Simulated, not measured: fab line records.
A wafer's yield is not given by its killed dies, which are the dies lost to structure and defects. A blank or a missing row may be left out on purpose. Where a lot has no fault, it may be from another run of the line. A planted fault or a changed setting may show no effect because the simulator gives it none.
fab line records | flow nandHarc
[record] lots = 5 wafers = 15 lastDay = 33
route steps=1302 shown P_STI@107 P_GATE@110
lots that met no fault: from a run of the same line without faults
startH: hours from the record's opening day to when the first of the lot's shown wafers began | waitH: hours elapsed since this lot's preceding step | " unchanged from the row above | L1.1+2: one row covering several wafers at once | - value missing, or start not given | * or withheld: withheld | < > ~ a bound
route shown NAME@n: names a module that has steps shown in the file, with the first one's number in the route | usual: mean and standard deviation over wafers with no fault | same: alike in all rows | chamber/n: place in a boat | sites: each site's reading | _std_site: the values' standard deviation | _edge_site: inner sites' mean taken away from outer sites' mean | radiusMm: for every site, how far away it sits from the centre of the wafer | mask NAME#n: copy n | behind: the tool/chamber that last shaped the wafer | hold: reason for holding the lot/hours on hold/outcome of the hold | device: whichever transistor did not switch (one of n, p or np) | end of line: the tests these same wafers got at the end of their route | step lacking rows: just its recipe | killed: not the wafer's yield, but the dies lost to structure and defects at the first sort | map: the dies of a wafer, with x for killed, . for not killed, _ for no die there
set.NAME: the setting that was run; set.NAME@STEP: the one run at that earlier step | model.NAME: the simulator's own value behind a step, which no gauge read
a table for each step, a row for each wafer; lots at some steps of the route
services: from which hour (startH, from the record's first day; less than 0 if before it) a tool's chamber was out of use, for how many hours, and why
[[steps]]
[step NHARC_P_STI_SRD_39]
[step NHARC_P_STI_OXIDE_40]
[recipe] targetThkA = 100 tempC = 900 oxTimeS = 1362 material = SiO2
[step NHARC_P_STI_INSPECT_25]
[usual] rawDefectCount = 215/70
// columns lot.wafer tool chamber startH waitH rawDefectCount
L227.1 defectInspect-02 - 132.69 0.4 185
L227.5 " - " " 199
L227.6 " - " " 243
L230.3 defectInspect-01 - 165.50 0.4 180
L230.4 " - " " 277
L230.6 " - " " 262
L240.4 defectInspect-02 - 261.36 0.4 174
L240.5 " - " " 180
L240.6 " - " " 138
L241.1 defectInspect-02 - 271.28 0.4 191
L241.2 " - " " 321
L241.3 " - " " 248
L244.1 defectInspect-02 - 299.75 0.4 268
L244.2 " - " " 282
L244.3 " - " " 137
[step NHARC_P_GATE_ETCH_69]
[recipe] targetDepthA = 140 chemistry = dHF material = SiO2
[step NHARC_P_GATE_PRECLEAN_70]
[recipe] timeS = * tempC = 50 bathAgeMin = 0 chemistry = SC1
[step NHARC_P_GATE_SRD_01]
[step NHARC_P_GATE_OXIDE_02]
[recipe] targetThkA = 375 tempC = 950 pH2oTorr = 720 oxTimeS = 365 material = SiO2
[step NHARC_P_GATE_DEHYDRATE_03]
[recipe] tempC = 150 timeS = 120
[step NHARC_P_GATE_HMDS_04]
[recipe] timeS = 30
[step NHARC_P_GATE_COAT_05]
[recipe] spinRpm = 4690
[step NHARC_P_GATE_SOFTBAKE_06]
[recipe] tempC = 122 timeS = 95
[step NHARC_P_GATE_EBR_07]
[step NHARC_P_GATE_EXPOSE_08]
[recipe] na = 0.6 doseMj = 16.75 maskId = P_HV
[usual] reticleTempC = 22.98/0.097
// columns lot.wafer tool chamber startH waitH mask reticleTempC
L227.1 krfScanner-03 0 141.31 - P_HV#0 22.96
L227.5 " 0 " " P_HV#0 22.90
L227.6 " 0 " " P_HV#0 22.97
L230.3 krfScanner-01 0 174.91 - P_NSD#0 22.95
L230.4 " 0 " " P_NSD#0 23.02
L230.6 " 0 " " P_NSD#0 22.92
L240.4 krfScanner-01 0 269.58 - P_HV#0 23.20
L240.5 " 0 " " P_HV#0 22.79
L240.6 " 0 " " P_HV#0 22.91
L241.1 krfScanner-01 0 279.42 - P_HV#0 22.87
L241.2 " 0 " " P_HV#0 22.99
L241.3 " 0 " " P_HV#0 22.82
L244.1 krfScanner-01 0 310.18 - P_HV#0 22.99
L244.2 " 0 " " P_HV#0 22.90
L244.3 " 0 " " P_HV#0 23.13
[step NHARC_P_GATE_PEB_09]
[recipe] pebTempC = 118 pebTimeS = 85
[step NHARC_P_GATE_DEVELOP_10]
[recipe] timeS = 70
[step NHARC_P_GATE_CD_MEAS_11]
[recipe] targetCdNm = 1640 landingEnergyEv = 500
[usual] cdNm = 1639.8/1.5
[same] landingEnergyEv = 500
// columns lot.wafer tool chamber startH waitH cdNm
L227.1 cdSem-03 0 141.47 - 1639.7
L227.5 " 0 " " 1637.6
L227.6 " 0 " " 1638.6
L230.3 cdSem-01 0 175.06 - -
L230.4 " 0 " " -
L230.6 " 0 " " -
L240.4 cdSem-02 0 269.73 - 1640.6
L240.5 " 0 " " 1639.8
L240.6 " 0 " " 1637.7
L241.1 cdSem-01 0 279.58 - 1644.1
L241.2 " 0 " " 1640.0
L241.3 " 0 " " 1638.7
L244.1 cdSem-03 0 310.33 - 1639.1
L244.2 " 0 " " 1638.9
L244.3 " 0 " " 1639.1
[step NHARC_P_GATE_HARDBAKE_12]
[recipe] tempC = 125 timeS = 80
[[services]]
// columns tool chamber startH hours kind
krfScanner-03 - 127.58 0.2 repair
krfScanner-01 0 138.07 - calibration
krfScanner-01 - 140.00 4.0 pm
krfScanner-03 - 196.19 1.0 repair
krfScanner-01 - 216.12 0.5 repair
krfScanner-03 - 224.03 4.0 pm
krfScanner-01 - 239.80 3.7 repair
krfScanner-03 - 242.77 1.5 repair
krfScanner-03 0 273.97 - calibration
krfScanner-01 0 300.12 - calibration
[[key]]
[firstSign] step = NHARC_P_GATE_EXPOSE_08 reading = mask direction = changed
[effect] step = NHARC_P_GATE_CD_MEAS_11 reading = cdNm direction = missing
metAt NHARC_P_GATE_EXPOSE_08
struckWafers L230.3,L230.4,L230.6
laterRowsLeftOut L230.3,L230.4,L230.6
sortLeftOut L230.3,L230.4,L230.6
testerLeftOut L230
[fault] kind = wrongMask tool = any chamber = - onsetH = 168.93 steps = NHARC_P_GATE_EXPOSE_08 auxCopy = P_NSD#0 scope = struckLotsOnly
// testerLeftOut: of these lots the tester's yield and bins aren't shown, on N5 and GAA mostly nor the transistor test; their killed dies are dies lost to structure and defects alone, not to doping, threshold or leakage, so they don't give the yield
// sortLeftOut: the simulated sort isn't trusted on such a fault, so these wafers' sort isn't shown, and their yield isn't known
// laterRowsLeftOut: the simulator's readings of these wafers behind a module that went badly wrong aren't trusted and aren't shown, but for the sort
